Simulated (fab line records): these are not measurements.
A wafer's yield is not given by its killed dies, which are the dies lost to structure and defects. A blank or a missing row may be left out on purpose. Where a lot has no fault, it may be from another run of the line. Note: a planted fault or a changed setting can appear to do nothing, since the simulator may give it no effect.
Split-lot trial || flow n5_finfet || on a route of 1938 steps: 7 lots, 21 wafers read

== THE SPLIT ITSELF ==
At N5_BEOL_M9_DESCUM_16 (chemistry O2, time 7.9 s), the setting time_s was moved away from the recipe's 7.9 s on 7 of the 21 wafers read, by -20.6% to -10.5%. This setting was run at the recipe's value on the other wafers.

Between the split and the reading, the file records no step.

== THE READING ==
CAR-ArF_of_BEOL_M9_COAT_05.thk_nm (the simulator's own value, which no gauge read), in nm, at N5_BEOL_M9_ETCH_61 (etches SiARC in CF4, target depth 39 nm, time 65 s). The file gives no usual value for it. Across the 14 wafers here that went through the recipe, the average is 55.5 nm and the standard deviation 0.19 nm.

{"wafer": "L077.1", "tool, chamber at the split": "rie_diel-02, 3", "time_s as run, s": 7.9, "against the recipe": "recipe", "CAR-ArF_of_BEOL_M9_COAT_05.thk_nm, nm": 55.2, "against lot-mates on the recipe": "-"}
{"wafer": "L077.2", "tool, chamber at the split": "rie_diel-02, 2", "time_s as run, s": 6.664, "against the recipe": "-15.6%", "CAR-ArF_of_BEOL_M9_COAT_05.thk_nm, nm": 56, "against lot-mates on the recipe": "+0.9"}
{"wafer": "L077.6", "tool, chamber at the split": "rie_diel-02, 1", "time_s as run, s": 7.9, "against the recipe": "recipe", "CAR-ArF_of_BEOL_M9_COAT_05.thk_nm, nm": 55, "against lot-mates on the recipe": "-"}
{"wafer": "L081.1", "tool, chamber at the split": "rie_diel-04, 2", "time_s as run, s": 6.271, "against the recipe": "-20.6%", "CAR-ArF_of_BEOL_M9_COAT_05.thk_nm, nm": 56.4, "against lot-mates on the recipe": "+0.8"}
{"wafer": "L081.3", "tool, chamber at the split": "rie_diel-04, 3", "time_s as run, s": 7.9, "against the recipe": "recipe", "CAR-ArF_of_BEOL_M9_COAT_05.thk_nm, nm": 55.4, "against lot-mates on the recipe": "-"}
{"wafer": "L081.4", "tool, chamber at the split": "rie_diel-04, 0", "time_s as run, s": 7.9, "against the recipe": "recipe", "CAR-ArF_of_BEOL_M9_COAT_05.thk_nm, nm": 55.8, "against lot-mates on the recipe": "-"}
{"wafer": "L084.1", "tool, chamber at the split": "rie_diel-02, 1", "time_s as run, s": 6.787, "against the recipe": "-14.1%", "CAR-ArF_of_BEOL_M9_COAT_05.thk_nm, nm": 56, "against lot-mates on the recipe": "+0.4"}
{"wafer": "L084.2", "tool, chamber at the split": "rie_diel-02, 3", "time_s as run, s": 7.9, "against the recipe": "recipe", "CAR-ArF_of_BEOL_M9_COAT_05.thk_nm, nm": 55.6, "against lot-mates on the recipe": "-"}
{"wafer": "L084.5", "tool, chamber at the split": "rie_diel-02, 0", "time_s as run, s": 6.787, "against the recipe": "-14.1%", "CAR-ArF_of_BEOL_M9_COAT_05.thk_nm, nm": 56.2, "against lot-mates on the recipe": "+0.6"}
{"wafer": "L085.1", "tool, chamber at the split": "rie_diel-02, 2", "time_s as run, s": 7.9, "against the recipe": "recipe", "CAR-ArF_of_BEOL_M9_COAT_05.thk_nm, nm": 55.6, "against lot-mates on the recipe": "-"}
{"wafer": "L085.3", "tool, chamber at the split": "rie_diel-02, 1", "time_s as run, s": 7.071, "against the recipe": "-10.5%", "CAR-ArF_of_BEOL_M9_COAT_05.thk_nm, nm": 55.6, "against lot-mates on the recipe": "+0.0"}
{"wafer": "L085.4", "tool, chamber at the split": "rie_diel-02, 1", "time_s as run, s": 7.071, "against the recipe": "-10.5%", "CAR-ArF_of_BEOL_M9_COAT_05.thk_nm, nm": 56.2, "against lot-mates on the recipe": "+0.6"}
{"wafer": "L088.2", "tool, chamber at the split": "rie_diel-05, 2,0", "time_s as run, s": 7.9, "against the recipe": "recipe", "CAR-ArF_of_BEOL_M9_COAT_05.thk_nm, nm": 55.6, "against lot-mates on the recipe": "-"}
{"wafer": "L088.5", "tool, chamber at the split": "rie_diel-05, 2,0", "time_s as run, s": 7.9, "against the recipe": "recipe", "CAR-ArF_of_BEOL_M9_COAT_05.thk_nm, nm": 55.6, "against lot-mates on the recipe": "-"}
{"wafer": "L088.6", "tool, chamber at the split": "rie_diel-05, 2", "time_s as run, s": 7.9, "against the recipe": "recipe", "CAR-ArF_of_BEOL_M9_COAT_05.thk_nm, nm": 55.4, "against lot-mates on the recipe": "-"}
{"wafer": "L096.1", "tool, chamber at the split": "rie_diel-04, 0", "time_s as run, s": 6.603, "against the recipe": "-16.4%", "CAR-ArF_of_BEOL_M9_COAT_05.thk_nm, nm": 56, "against lot-mates on the recipe": "+0.6"}
{"wafer": "L096.3", "tool, chamber at the split": "rie_diel-04, 1,3", "time_s as run, s": 7.9, "against the recipe": "recipe", "CAR-ArF_of_BEOL_M9_COAT_05.thk_nm, nm": 55.4, "against lot-mates on the recipe": "-"}
{"wafer": "L096.4", "tool, chamber at the split": "rie_diel-04, 1,3", "time_s as run, s": 7.9, "against the recipe": "recipe", "CAR-ArF_of_BEOL_M9_COAT_05.thk_nm, nm": 55.4, "against lot-mates on the recipe": "-"}
{"wafer": "L097.1", "tool, chamber at the split": "rie_diel-04, 2,0", "time_s as run, s": 7.9, "against the recipe": "recipe", "CAR-ArF_of_BEOL_M9_COAT_05.thk_nm, nm": 55.4, "against lot-mates on the recipe": "-"}
{"wafer": "L097.6", "tool, chamber at the split": "rie_diel-04, 2,0", "time_s as run, s": 7.9, "against the recipe": "recipe", "CAR-ArF_of_BEOL_M9_COAT_05.thk_nm, nm": 55.4, "against lot-mates on the recipe": "-"}
{"wafer": "L097.3", "tool, chamber at the split": "rie_diel-04, 0", "time_s as run, s": 7.9, "against the recipe": "recipe", "CAR-ArF_of_BEOL_M9_COAT_05.thk_nm, nm": 55.6, "against lot-mates on the recipe": "-"}
Where a row lists several chambers, the file gives one row for several wafers and doesn't say which wafer went through which chamber.

FIT RESULTS
A straight line over all 21 wafers: CAR-ArF_of_BEOL_M9_COAT_05.thk_nm changes by -0.0413 nm for each +1% of time_s; r = -0.84; the points scatter about the line by 0.2 nm.
The same after taking each lot's own level away (the mean of its wafers on the recipe; 21 wafers): -0.0394 nm for each +1%; r = -0.88; scatter 0.16 nm.
According to that fit, moving time_s by its largest amount changes the reading by 0.81 nm.
The lots' own levels span 55.10 to 55.60 nm, that is 2.6 times the standard deviation above.
Hence the lot-to-lot level has little effect on the slope; both slopes agree.
Check: +0.81 nm against its lot-mates is what the line predicts for one of the wafers moved furthest among these (-20.6%) when that wafer is left out of the fit. It came out at +0.8 nm against them.

== FURTHER SPLITS ON THESE WAFERS ==
Note: prior to the reading, these wafers also went through further splits. Each is held against what the fit with the lots' levels taken away leaves over:
{"other split on the same wafers": "N5_BEOL_M8_ILD_DEP_00 time_s", "wafers away from the commonest value": 5, "r with CAR-ArF_of_BEOL_M9_COAT_05.thk_nm (lot level and that fit taken away)": "+0.02"}
{"other split on the same wafers": "N5_BEOL_M8_DESCUM_16 time_s", "wafers away from the commonest value": 8, "r with CAR-ArF_of_BEOL_M9_COAT_05.thk_nm (lot level and that fit taken away)": "+0.44"}

== THE WHOLE CHAIN: every reading that the file lists as answering this split, in the file's order ==
{"step": "N5_BEOL_M9_DESCUM_16", "what it does": "chemistry O2, time 7.9 s", "reading": "CAR-ArF_of_BEOL_M9_COAT_05.thk_nm (the simulator's own value, which no gauge read)", "change (the file's fit)": "-0.0375 nm for each +1% of the setting", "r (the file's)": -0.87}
{"step": "N5_BEOL_M9_ETCH_61", "what it does": "etches SiARC in CF4, target depth 39 nm, time 65 s", "reading": "CAR-ArF_of_BEOL_M9_COAT_05.thk_nm (the simulator's own value, which no gauge read)", "change (the file's fit)": "-0.0406 nm for each +1% of the setting", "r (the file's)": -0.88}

== THE FILE'S OWN FIT ==
CAR-ArF_of_BEOL_M9_COAT_05.thk_nm changes by -0.0406 nm for each +1% of time_s, r = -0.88.
